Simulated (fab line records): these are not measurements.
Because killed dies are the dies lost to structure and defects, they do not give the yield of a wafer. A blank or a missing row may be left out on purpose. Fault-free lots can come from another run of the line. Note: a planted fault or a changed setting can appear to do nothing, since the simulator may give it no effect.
Which tool did it? || flow nandHarc || 21 wafers from 7 lots sampled at 6 of the route's 1302 steps

## WHAT EACH GAUGE READ, for each wafer
NHARC_A_M1_THK_MEAS_24: measures by xrf.
{"lot": "L296", "measured": "day 23 15:51", "on": "filmMetro-01", "thkNm (nm)": "153.3 153.6 151.8"}
{"lot": "L302", "measured": "day 26 02:43", "on": "filmMetro-01", "thkNm (nm)": "157.2 154.0 156.6"}
{"lot": "L307", "measured": "day 28 13:59", "on": "filmMetro-01", "thkNm (nm)": "28.6 31.0 28.4"}
{"lot": "L308", "measured": "day 30 01:20", "on": "filmMetro-01", "thkNm (nm)": "31.1 29.2 31.6"}
{"lot": "L312", "measured": "day 30 20:27", "on": "filmMetro-01", "thkNm (nm)": "153.7 154.8 152.5"}
{"lot": "L313", "measured": "day 31 02:41", "on": "filmMetro-01", "thkNm (nm)": "152.7 155.1 154.7"}
{"lot": "L315", "measured": "day 31 09:49", "on": "filmMetro-02", "thkNm (nm)": "155.5 154.3 155.1"}

## TOOL THAT RAN EACH LOT (tool first, then ch and the chambers of the sampled wafers, then the start)
{"lot": "L296", "NHARC_A_M1_ETCH_15": "rieDiel-04 ch 0,3, day 23 14:52 or earlier", "NHARC_A_M1_PVD_21": "pvdSputter-03, day 23 14:52 or earlier", "NHARC_A_M1_ECD_22": "ecdCu-01 ch 0,1, day 23 14:52", "NHARC_A_M1_ANNEAL_31": "rtpAnneal-02 ch 0, day 23 15:11", "NHARC_A_M1_CMP_23": "cmp-04 ch 0,1,2, day 23 15:32"}
{"lot": "L302", "NHARC_A_M1_ETCH_15": "rieDiel-07 ch 0,2,3, day 26 01:41 or earlier", "NHARC_A_M1_PVD_21": "pvdSputter-01, day 26 01:41 or earlier", "NHARC_A_M1_ECD_22": "ecdCu-01 ch 0,1, day 26 01:41", "NHARC_A_M1_ANNEAL_31": "rtpAnneal-01 ch 0, day 26 02:04", "NHARC_A_M1_CMP_23": "cmp-01 ch 1,2, day 26 02:25"}
{"lot": "L307", "NHARC_A_M1_ETCH_15": "rieDiel-10 ch 0,1, day 28 13:05 or earlier", "NHARC_A_M1_PVD_21": "pvdSputter-01, day 28 13:05 or earlier", "NHARC_A_M1_ECD_22": "ecdCu-01 ch 0,1, day 28 13:05", "NHARC_A_M1_ANNEAL_31": "rtpAnneal-01 ch 0, day 28 13:28", "NHARC_A_M1_CMP_23": "cmp-03 ch 1,2,3, day 28 13:43"}
{"lot": "L308", "NHARC_A_M1_ETCH_15": "rieDiel-04 ch 0,1,2, day 30 00:16 or earlier", "NHARC_A_M1_PVD_21": "pvdSputter-02, day 30 00:16 or earlier", "NHARC_A_M1_ECD_22": "ecdCu-02 ch 1, day 30 00:16", "NHARC_A_M1_ANNEAL_31": "rtpAnneal-01 ch 0, day 30 00:43", "NHARC_A_M1_CMP_23": "cmp-04 ch 1,3, day 30 01:02"}
{"lot": "L312", "NHARC_A_M1_ETCH_15": "rieDiel-10 ch 0,1,3, day 30 19:31 or earlier", "NHARC_A_M1_PVD_21": "pvdSputter-01, day 30 19:31 or earlier", "NHARC_A_M1_ECD_22": "ecdCu-01 ch 0,1, day 30 19:31", "NHARC_A_M1_ANNEAL_31": "rtpAnneal-02 ch 0, day 30 19:54", "NHARC_A_M1_CMP_23": "cmp-04 ch 2,3, day 30 20:08"}
{"lot": "L313", "NHARC_A_M1_ETCH_15": "rieDiel-04 ch 1,2,3, day 31 01:45 or earlier", "NHARC_A_M1_PVD_21": "pvdSputter-03, day 31 01:45 or earlier", "NHARC_A_M1_ECD_22": "ecdCu-01 ch 0,1, day 31 01:45", "NHARC_A_M1_ANNEAL_31": "rtpAnneal-02 ch 0, day 31 02:08", "NHARC_A_M1_CMP_23": "cmp-04 ch 2,3, day 31 02:24"}
{"lot": "L315", "NHARC_A_M1_ETCH_15": "rieDiel-07 ch 2,3, day 31 08:50 or earlier", "NHARC_A_M1_PVD_21": "pvdSputter-01, day 31 08:50 or earlier", "NHARC_A_M1_ECD_22": "ecdCu-01 ch 0,1, day 31 08:50", "NHARC_A_M1_ANNEAL_31": "rtpAnneal-01 ch 0, day 31 09:13", "NHARC_A_M1_CMP_23": "cmp-04 ch 0,3, day 31 09:30"}
- NHARC_A_M1_ETCH_15: etches the open film in C4F8/Ar, target depth 182.5 nm, time 91.2 s.
- NHARC_A_M1_PVD_21: deposits Cu, target thk 30 nm, time 20.49 s.
- NHARC_A_M1_ECD_22: material Cu, target thk 400 nm.
- NHARC_A_M1_ANNEAL_31: time 90 s.
- NHARC_A_M1_CMP_23: polishes, t overpolish 20 s, target thk 154.34 nm.

## THE ANSWER, worked out from the rows above alone
Rule: the lots themselves supply what counts as usual. Put in order of their means at a reading, lots are off if they are a third of the lots or fewer, leave a main group of 4 or more, and stand apart from it by a gap of 3 or more times the standard deviation of the main group's means; of several such gaps the widest counts. A main group is skipped when, at the precision printed for the reading in the tables above, its means are all equal. A lot without any number at a reading at which 4 lots or more have one is off too. All remaining lots with rows at the step are treated as sound.
Off, at NHARC_A_M1_THK_MEAS_24 on thkNm: L307, L308. Main group: mean 154.3 nm, sd 1.
If a tool, at a process step before that reading, ran all the lots that are off and no sound lot after the first of them, it fits. The gauges at NHARC_A_M1_THK_MEAS_24 are tried like those tools. With no start given for some of its lots, NHARC_A_M1_ETCH_15 uses the hours and lot order of NHARC_A_M1_ECD_22. With no start given for some of its lots, NHARC_A_M1_PVD_21 uses the hours and lot order of NHARC_A_M1_ECD_22. None of those tried fits.

## WHAT THE SIMULATOR HAD PUT IN
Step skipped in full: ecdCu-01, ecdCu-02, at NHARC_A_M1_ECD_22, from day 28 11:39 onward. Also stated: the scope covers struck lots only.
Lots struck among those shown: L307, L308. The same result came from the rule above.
